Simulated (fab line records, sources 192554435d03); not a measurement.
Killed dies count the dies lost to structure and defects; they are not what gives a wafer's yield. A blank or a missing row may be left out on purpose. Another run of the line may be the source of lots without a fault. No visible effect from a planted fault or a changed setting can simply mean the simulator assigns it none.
Chamber matching :: flow n5 finfet :: N5_BEOL_M5_ALD_86 on ald metal-01: 4 sister chambers
The step deposits TaN, pulse time 2 s, purge time 3 s, co reactant purge time 2 s. 4 wafers are shown with their chamber, then 7 later ones without.

== WAFERS WITH THEIR CHAMBER ==
wafer: L089.1
chamber: 3
heater power w (W): 446

wafer: L089.4
chamber: 2
heater power w (W): 490

wafer: L092.2
chamber: 0
heater power w (W): 431

wafer: L092.4
chamber: 1
heater power w (W): 425

== WAFERS WITH NO CHAMBER GIVEN ==
wafer: L092.6
heater power w (W): 452

wafer: L094.1
heater power w (W): 484

wafer: L094.2
heater power w (W): 416

wafer: L094.3
heater power w (W): 446

wafer: L097.2
heater power w (W): 428

wafer: L097.4
heater power w (W): 469

wafer: L097.5
heater power w (W): 445

== THE CHAMBER EACH PASSED THROUGH ==
wafer: L092.6
from the rows above: can't be placed: 3 or 0
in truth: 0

wafer: L094.1
from the rows above: 2
in truth: 2

wafer: L094.2
from the rows above: can't be placed: 1 or 0
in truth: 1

wafer: L094.3
from the rows above: can't be placed: 3 or 0
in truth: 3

wafer: L097.2
from the rows above: can't be placed: 0 or 1 or 3
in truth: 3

wafer: L097.4
from the rows above: can't be placed: 2 or 3 or 0
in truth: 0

wafer: L097.5
from the rows above: can't be placed: 3 or 0
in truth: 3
Correct placement for 1 of the 7. Unplaceable from these rows: 6, with the true chamber sitting among the candidates in 6. Wrongly placed: 0.
How it was worked out, from the rows above alone: a wafer's distance from a chamber is the root of the sum, over the readings, of the square of ((its reading less the chamber's mean) divided by the reading's scatter). The wafer belongs to the nearest chamber; if the next one is less than 2 further off, it can't be placed. A chamber's mean is the mean of its shown wafers. The scatter: with one shown wafer a chamber, the root of the mean of the squares of how far each hidden wafer lies from its nearest shown one.
